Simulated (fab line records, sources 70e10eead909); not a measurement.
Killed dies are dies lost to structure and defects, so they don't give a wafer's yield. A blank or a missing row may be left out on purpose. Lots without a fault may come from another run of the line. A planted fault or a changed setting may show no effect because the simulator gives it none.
fab line records | flow nand_harc
record lots=12 wafers=36 last_day=25
route steps=1159 shown P_BONDPAD@377 A_BONDPAD@1089 THIN_TSV@1150 END@1159
lots that met no fault: from a run of the same line without faults
start_h: hours from the record's first day to the start of the lot's first wafer shown | wait_h: hours since the lot's step before | " the same as in the row above | L1.1+2: a row that stands for several wafers | - no value, or no start given | * or withheld: withheld | < > ~ a bound
route shown NAME@n: a module of which the file shows steps, and the number in the route of the first | usual: mean/standard deviation of fault-free wafers | same: alike in all rows | chamber/n: place in a boat | sites: the reading at each site | _std_site: their standard deviation | _edge_site: outer sites' mean less inner sites' | radius_mm: how far each site lies from the wafer's centre | mask NAME#n: copy n | behind: the tool/chamber that last shaped the wafer | hold: why the lot was held/for how many hours/how that ended | device: the transistor (n, p or np) that didn't switch | end of line: the same wafers' tests at the end of the route | a step without rows: its recipe alone | killed: dies lost to structure and defects at the first sort, not the wafer's yield | map: a wafer's dies, x killed, . not, _ none there
set.NAME: the setting as run; set.NAME@STEP: as run at that earlier step | model.NAME: the simulator's own value behind a step, which no gauge read
steps of the route over a sample of lots; a table a step, a row a wafer
services: from which hour (start_h, from the record's first day; less than 0 if before it) a tool's chamber was out of use, for how many hours, and why
## steps
# step NHARC_P_BONDPAD_PVD_27
# recipe target_thk_a=300 chamber_pressure_pa=5 power_w=5000 substrate_temp_c=30 time_s=20.49 material=Cu
# usual cathode_dc_power_W=5000.0/0.92 throttle_valve_pct=29.9/1.1
# columns lot.wafer tool chamber start_h wait_h cathode_dc_power_W throttle_valve_pct
L618.3 pvd_sputter-03 - 133.81 - 4998.7 28.7
L618.2 " - " " 5002.2 29.7
L618.6 " - " " 4999.1 28.8
L617.1 pvd_sputter-01 - 134.05 - 5001.0 31.2
L617.3 " - " " 5000.5 30.2
L617.6 " - " " 5000.1 30.9
L619.4 pvd_sputter-01 - 144.15 - 4999.9 30.4
L619.1 " - " " 4999.1 29.7
L619.5 " - " " 4999.6 30.2
L620.1 pvd_sputter-01 - 145.17 - 5000.8 30.1
L620.6 " - " " 4999.1 31.1
L620.5 " - " " 4999.8 30.5
L621.4 pvd_sputter-03 - 154.79 - 4999.6 27.9
L621.1 " - " " 4999.8 29.4
L621.6 " - " " 4999.5 27.8
L630.1 pvd_sputter-01 - 203.85 - 5000.2 30.3
L630.2 " - " " 4998.8 30.7
L630.6 " - " " 4998.5 29.6
L629.4 pvd_sputter-01 - 210.99 - 4999.6 29.8
L629.1 " - " " 5001.1 30.6
L629.6 " - " " 4999.9 29.5
L632.1 pvd_sputter-03 - 219.45 - 5000.9 27.8
L632.2 " - " " 4999.2 29.9
L632.5 " - " " 5001.2 29.9
L633.4 pvd_sputter-03 - 231.35 - 4999.0 29.9
L633.2 " - " " 5000.6 29.6
L633.1 " - " " 4999.9 29.2
L638.2 pvd_sputter-03 - 250.61 - 4998.9 28.0
L638.1 " - " " 5000.8 29.8
L638.6 " - " " 4998.2 27.8
L639.4 pvd_sputter-03 - 263.84 - 5000.5 30.0
L639.2 " - " " 4999.7 27.9
L639.5 " - " " 4999.1 29.0
L640.1 pvd_sputter-02 - 274.02 - 4999.7 29.8
L640.3 " - " " 4998.7 29.6
L640.6 " - " " 5000.4 29.9
# step NHARC_A_BONDPAD_THK_MEAS_20
# recipe thk_meas_gauge=xrf
# usual thk_nm=169.4/1.4
# columns lot.wafer tool chamber start_h wait_h thk_nm
L618.2 film_metro-01 - 415.11 - 168.2
L618.3 " - " " 171.1
L618.6 " - " " 169.1
L617.1 film_metro-02 - 415.66 - 169.5
L617.3 " - " " 168.2
L617.6 " - " " 168.1
L619.1 film_metro-01 - 416.00 - 167.4
L619.4 " - " " 167.0
L619.5 " - " " 167.5
L620.1 film_metro-02 - 416.60 - 165.9
L620.5 " - " " 167.0
L620.6 " - " " 168.3
L621.1 film_metro-01 - 425.78 - 171.5
L621.4 " - " " 170.9
L621.6 " - " " 170.2
L630.1 film_metro-01 - 489.83 - 172.2
L630.2 " - " " 172.2
L630.6 " - " " 170.0
L629.1 film_metro-02 - 509.58 - 170.3
L629.4 " - " " 169.8
L629.6 " - " " 170.6
L632.1 film_metro-01 - 509.92 - 170.8
L632.2 " - " " 168.8
L632.5 " - " " 168.8
L633.1 film_metro-01 - 516.03 - 170.0
L633.2 " - " " 170.9
L633.4 " - " " 169.3
L639.2 film_metro-01 - 536.57 - 170.0
L639.4 " - " " 169.5
L639.5 " - " " 168.5
L638.1 film_metro-02 - 542.52 - 169.8
L638.2 " - " " 169.9
L638.6 " - " " 171.5
L640.1 film_metro-01 - 553.21 - 169.3
L640.3 " - " " 167.7
L640.6 " - " " 169.4
# step NHARC_THIN_TSV_DESCUM_35
# recipe time_s=3 o2_flow_sccm=200 ar_flow_sccm=0 bias_power_w=0 chemistry=O2
# usual drypump_motor_current_A=6.1/0.47 oes_product_au=0.996/0.0092 rf_vpp_V=57.7/0.9 showerhead_plenum_p_Torr=1.90/0.091 throttle_valve_pct=11.310/0.0092
# columns lot.wafer tool chamber start_h wait_h drypump_motor_current_A oes_product_au rf_hours_counter_h rf_vpp_V showerhead_plenum_p_Torr throttle_valve_pct
L618.3 rie_diel-10 2 502.15 - 6.6 0.992 10 57.9 2.02 11.297
L618.2 " 1 " " 5.3 0.991 10 57.5 1.81 11.309
L618.6 " 2 " " 6.6 0.996 - 57.2 2.02 11.309
L617.3 rie_diel-12 3 503.86 - 5.7 0.974 10 57.4 1.84 11.310
L617.1 " 0 " " 5.8 0.993 12 57.3 1.79 11.316
L617.6 " 1 " " 6.5 0.996 - 57.1 1.95 11.313
L619.1 rie_diel-12 3 507.35 - 5.7 0.983 10 56.5 1.84 11.314
L619.4 " 2 " " 6.5 0.992 12 58.2 1.92 11.303
L619.5 " 0 " " 5.8 0.996 - 57.2 1.79 11.295
L620.1 rie_diel-10 2 508.93 - 6.7 1.004 11 57.8 2.02 11.292
L620.5 " 1 " " 5.3 1.001 - 57.9 1.81 11.323
L620.6 " 2 " " 6.6 0.996 - 58.3 2.02 11.322
L621.1 rie_diel-10 1 510.60 - 5.3 0.995 11 57.5 1.81 11.307
L621.4 " 2 " " 6.6 1.002 11 58.1 2.02 11.306
L621.6 " 2 " " 6.6 1.003 - 57.0 2.02 11.294
L630.1 rie_diel-10 2 514.87 - 6.6 1.001 11 57.4 2.02 11.298
L630.2 " 3 " " 5.8 1.007 11 56.8 1.83 11.314
L630.6 " 2 " " 6.6 0.997 - 56.4 2.02 11.311
L632.1 rie_diel-10 2 528.70 - 6.7 1.000 12 57.8 2.02 11.318
L632.2 " 0 " " 6.3 1.008 11 57.1 2.04 11.300
L632.5 " 2 " " 6.6 0.994 - 57.6 2.02 11.312
L629.1 rie_diel-12 2 529.81 - 6.5 0.979 14 58.9 1.92 11.304
L629.4 " 0 " " 5.8 1.005 15 57.2 1.79 11.294
L629.6 " 1 " " 6.5 0.991 - 58.0 1.95 11.307
L633.4 rie_diel-12 0 534.80 - 5.8 1.004 15 58.1 1.79 11.317
L633.1 " 1 " " 6.5 0.997 15 58.2 1.95 11.319
L633.2 " 3 " " 5.7 0.995 13 56.1 1.84 11.309
L639.2 rie_diel-10 2 556.51 - 6.6 1.000 1 56.9 2.02 11.299
L639.5 " 0 " " 6.3 0.991 - 57.8 2.04 11.314
L639.4 " 2 " " 6.6 1.002 - 57.5 2.02 11.307
L638.2 rie_diel-09 2 565.06 - 5.3 1.009 11 57.0 1.80 11.301
L638.1 " 3 " " 6.0 0.999 10 59.1 1.94 11.297
L638.6 " 3 " " 6.0 1.015 - 59.0 1.94 11.311
L640.1 rie_diel-09 1 572.11 - 6.1 1.001 12 58.6 2.03 11.310
L640.3 " 2 " " 5.2 0.996 12 58.1 1.80 11.319
L640.6 " 2 " " 5.2 1.003 - 57.3 1.80 11.317
# step NHARC_THIN_TSV_ETCH_36
# recipe target_depth_a=650 over_etch_frac=0.3 time_s=18.571 ion_energy_ev=150 chemistry=Cl2/BCl3
# usual drypump_motor_current_A=5.54/0.27 oes_product_au=1.002/0.0097
# columns lot.wafer tool chamber start_h wait_h drypump_motor_current_A oes_product_au rf_hours_counter_h
L618.2 rie_metal-01 0 502.54 0.2 5.95 1.014 4.5
L618.3 " 1 " " 5.96 1.000 -
L618.6 " 1 " " 5.99 1.004 -
L617.1 rie_metal-02 0 504.23 0.2 5.89 1.007 2.8
L617.3 " 1 " " 5.32 0.985 -
L617.6 " 1 " " 5.31 0.983 -
L619.1 rie_metal-03 1 507.74 0.2 5.39 0.997 1.4
L619.4 " 0 " " 5.26 1.008 -
L619.5 " 0 " " 5.27 1.003 -
L620.1 rie_metal-02 0 509.30 0.2 5.85 0.999 3.0
L620.5 " 0 " " 5.84 1.008 -
L620.6 " 1 " " 5.38 0.986 -
L621.1 rie_metal-02 0 511.01 0.2 5.90 1.008 3.2
L621.4 " 1 " " 5.38 0.991 -
L621.6 " 0 " " 5.89 1.010 -
L630.2 rie_metal-03 0 515.24 0.2 5.24 1.009 2.6
L630.1 " 1 " " 5.48 1.003 2.6
L630.6 " 1 " " 5.44 1.008 -
L632.1 rie_metal-02 1 529.07 0.2 5.33 0.986 3.6
L632.2 " 0 " " 5.86 1.005 4.5
L632.5 " 0 " " 5.89 0.998 -
L629.1 rie_metal-02 0 530.19 0.2 5.89 1.008 4.8
L629.4 " 1 " " 5.35 0.991 -
L629.6 " 1 " " 5.34 0.976 -
L633.1 rie_metal-02 0 535.18 0.2 5.86 1.015 5.0
L633.2 " 1 " " 5.32 0.997 4.1
L633.4 " 1 " " 5.31 1.000 -
L639.2 rie_metal-03 1 556.90 0.2 5.43 1.004 4.0
L639.4 " 0 " " 5.29 1.025 -
L639.5 " 0 " " 5.28 1.026 -
L638.2 rie_metal-01 0 565.45 0.2 5.92 1.004 1.3
L638.1 " 1 " " 5.96 1.005 1.3
L638.6 " 0 " " 5.95 1.009 -
L640.1 rie_metal-03 0 572.51 0.2 5.25 1.012 4.5
L640.3 " 1 " " 5.41 0.991 -
L640.6 " 0 " " 5.28 1.011 -
# step NHARC_END_SORT_01
# recipe temp_c=25
# usual defect_limited_yield=95.6/1.6 killed_at_array=26/11 killed_at_other=0.4/0.78 killed_at_periphery=3.4/2.4 killed_dies=29/11 killed_open=3.1/1.9 killed_short=1.9/1.4 sort_bin_2_pct=1.3/0.63 sort_bin_3_pct=0.20/0.18 sort_bin_4_pct=2.8/1.1 sort_n_pass=648/11 sort_rim_yield_pct=95/3.4 sort_yield_pct=95.6/1.6
# same gross_dies=677 sort_bin_5_pct[%]=0 sort_bin_6_pct[%]=0 sort_bin_7_pct[%]=0 sort_bin_8_pct[%]=0 sort_rim_n_gross=106.00
# columns lot.wafer tool chamber start_h wait_h defect_limited_yield[%] killed_at_array killed_at_other killed_at_periphery killed_dies killed_open killed_short sort_bin_2_pct[%] sort_bin_3_pct[%] sort_bin_4_pct[%] sort_n_pass sort_rim_yield_pct[%] sort_yield_pct[%]
L620.1 prober-01 0 528.76 2.5 96.9 16 0 5 21 2 7 1.0 0.30 1.8 656 99 96.9
L620.5 prober-01 0 531.97 3.7 97.5 14 0 3 17 2 3 0.6 0.15 1.8 660 100 97.5
L620.6 prober-01 0 532.77 4.0 96.9 17 0 4 21 8 1 0.9 0.15 2.1 656 94 96.9
L630.1 prober-01 0 560.00 2.4 94.8 31 0 4 35 1 0 1.5 0.74 3.0 642 85 94.8
L630.2 prober-01 0 560.79 2.7 93.2 44 0 2 46 2 0 2.1 0.30 4.4 631 94 93.2
L630.6 prober-01 0 563.95 4.0 85.2 31 2 67 100 1 1 5.9 2.22 6.6 577 96 85.2
L629.1 prober-02 0 567.97 2.5 96.6 22 0 1 23 3 4 0.4 0.15 2.8 654 93 96.6
L629.4 prober-02 0 570.40 3.4 86.1 21 1 72 94 4 0 5.9 2.22 5.8 583 92 86.1
L629.6 prober-02 0 572.03 4.1 86.4 18 1 73 92 8 1 5.5 2.22 5.9 585 93 86.4
L640.1 prober-01 0 606.87 2.5 97.3 15 0 3 18 4 0 0.6 0.15 1.9 659 93 97.3
L640.3 prober-01 0 608.47 3.1 96.5 15 1 8 24 3 3 0.4 0.15 3.0 653 95 96.5
L640.6 prober-01 0 610.86 4.0 95.1 20 0 13 33 3 7 2.1 0.44 2.4 644 93 95.1
# killed by level:class
L620.1 A_WL_FILL:chamber_film_flake=5 P_STI:chamber_film_flake=3 A_CHANNEL_HOLE_D1:geometric_particle:short=2 A_CONTACT:geometric_particle:open=2 P_M0:geometric_particle:short=1 A_ONON_D1:geometric_particle:short=1 A_CHANNEL_FILL_D1:geometric_particle:short=1 A_WL_FILL:geometric_particle:short=1
L620.5 A_CHANNEL_HOLE_D1:chamber_film_flake=3 A_WL_FILL:chamber_film_flake=3 A_BLC:chamber_film_flake=2 P_CONTACT:geometric_particle:short=1 A_ONON_D1:geometric_particle:open=1 A_CHANNEL_FILL_D1:geometric_particle:short=1 A_WL_FILL:geometric_particle:short=1 A_CONTACT:geometric_particle:open=1
L620.6 A_CHANNEL_HOLE_D1:chamber_film_flake=3 A_WL_FILL:chamber_film_flake=3 A_CONTACT:geometric_particle:open=2 P_CONTACT:geometric_particle:open=1 P_M0:geometric_particle:open=1 A_SOURCE_PLATE:geometric_particle:open=1 A_ONON_D1:geometric_particle:open=1 A_CHANNEL_HOLE_D1:geometric_particle:open=1
L630.1 A_CHANNEL_HOLE_D1:chamber_film_flake=13 A_SLIT:chamber_film_flake=8 A_CONTACT:chamber_film_flake=6 P_ZERO_WELL:chamber_film_flake=2 P_GATE:chamber_film_flake=2 A_STAIRCASE:chamber_film_flake=2 A_M1:geometric_particle:open=1 A_SGD_CUT:chamber_film_flake=1
L630.2 A_CHANNEL_HOLE_D1:chamber_film_flake=18 A_SLIT:chamber_film_flake=13 A_CONTACT:chamber_film_flake=7 A_SGD_CUT:chamber_film_flake=2 A_CHANNEL_HOLE_D1:geometric_particle:open=1 A_STAIRCASE:geometric_particle:open=1 P_ZERO_WELL:chamber_film_flake=1 P_GATE:chamber_film_flake=1
L630.6 P_BONDPAD:unspecified=66 A_SLIT:chamber_film_flake=15 A_CHANNEL_HOLE_D1:chamber_film_flake=9 A_CONTACT:chamber_film_flake=5 HYBRID_BOND:chamber_film_flake=2 A_SGD_CUT:geometric_particle:open=1 A_WL_FILL:geometric_particle:short=1 P_ZERO_WELL:chamber_film_flake=1
L629.1 A_STAIRCASE:chamber_film_flake=6 A_CHANNEL_HOLE_D1:chamber_film_flake=4 A_WL_FILL:chamber_film_flake=3 A_SOURCE_PLATE:geometric_particle:open=1 A_ONON_D1:geometric_particle:short=1 A_CHANNEL_HOLE_D1:geometric_particle:short=1 A_CHANNEL_FILL_D1:geometric_particle:short=1 A_STAIRCASE:geometric_particle:short=1
L629.4 P_BONDPAD:unspecified=65 A_STAIRCASE:chamber_film_flake=10 P_ZERO_WELL:chamber_film_flake=3 A_CHANNEL_HOLE_D1:chamber_film_flake=3 A_CONTACT:chamber_film_flake=3 P_GATE:chamber_film_flake=2 A_WL_FILL:chamber_film_flake=2 P_CONTACT:geometric_particle:open=1
L629.6 P_BONDPAD:unspecified=66 A_STAIRCASE:chamber_film_flake=7 A_CONTACT:geometric_particle:open=4 P_GATE:chamber_film_flake=2 P_M1:chamber_film_flake=2 A_CHANNEL_HOLE_D1:chamber_film_flake=2 A_CONTACT:chamber_film_flake=2 P_STI:geometric_particle:open=1
L640.1 A_CHANNEL_HOLE_D1:chamber_film_flake=5 P_STI:chamber_film_flake=2 A_CONTACT:chamber_film_flake=2 A_M0:chamber_film_flake=2 A_SOURCE_PLATE:geometric_particle:open=1 A_CHANNEL_HOLE_D1:geometric_particle:open=1 A_WL_FILL:geometric_particle:open=1 A_CONTACT:geometric_particle:open=1
L640.3 P_STI:chamber_film_flake=6 A_CHANNEL_FILL_D1:geometric_particle:short=2 A_CHANNEL_HOLE_D1:chamber_film_flake=2 A_M0:chamber_film_flake=2 A_STAIRCASE:chamber_film_flake=2 A_CONTACT:chamber_film_flake=2 P_M0:geometric_particle:open=1 A_WL_FILL:geometric_particle:short=1
L640.6 P_STI:chamber_film_flake=7 A_CHANNEL_HOLE_D1:chamber_film_flake=6 A_CONTACT:chamber_film_flake=6 P_GATE:geometric_particle:short=2 A_WL_FILL:geometric_particle:short=2 P_M2:geometric_particle:open=1 P_M2:geometric_particle:short=1 A_CHANNEL_HOLE_D1:geometric_particle:short=1
## services
# columns tool chamber start_h hours kind
pvd_sputter-03 - 140.79 10.0 pm
pvd_sputter-01 - 158.00 10.0 pm
rie_diel-10 - 176.79 9.0 pm
rie_metal-02 - 211.00 9.0 pm
pvd_sputter-01 - 268.12 9.5 repair
pvd_sputter-03 - 268.85 1.5 repair
rie_diel-10 - 315.21 0.6 repair
pvd_sputter-03 - 318.79 10.0 pm
rie_diel-10 3 323.78 4.7 repair
pvd_sputter-01 - 336.00 10.0 pm
rie_diel-10 - 353.79 9.0 pm
pvd_sputter-03 - 359.64 1.1 repair
pvd_sputter-03 - 374.65 0.7 repair
pvd_sputter-03 - 379.81 7.0 repair
rie_metal-02 - 388.00 9.0 pm
rie_metal-02 1 400.87 9.3 repair
pvd_sputter-01 - 408.67 0.8 repair
pvd_sputter-01 - 432.53 90.5 repair
pvd_sputter-03 - 496.82 10.0 pm
rie_diel-10 - 530.79 9.0 pm
rie_diel-10 3 539.98 20.8 repair
rie_diel-10 - 546.09 0.3 repair
rie_metal-02 - 565.00 9.0 pm
pvd_sputter-03 - 567.78 2.8 repair
## key
first_sign step=NHARC_END_SORT_01 reading=killed_at_periphery direction=up sigmas=28 usual=3.4 struck=70.7
effect step=NHARC_END_SORT_01 reading=killed_dies direction=up sigmas=6.1 usual=29 struck=95
more_kills_born_at NHARC_P_BONDPAD_PVD_27@pvd_sputter-01=197
met_at NHARC_P_BONDPAD_PVD_27
struck_lots L629,L630
struck_wafers L629.4,L629.6,L630.6
not_acting_at NHARC_A_BONDPAD_THK_MEAS_20,NHARC_THIN_TSV_DESCUM_35,NHARC_THIN_TSV_ETCH_36
onset_between 145.17 203.85
fault kind=chamber_particle_source tool=pvd_sputter-01 chamber=- onset_h=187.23 steps=NHARC_P_BONDPAD_PVD_27 rate_per_visit_cm2=0.43972 end_h=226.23 scope=struck_wafers_only
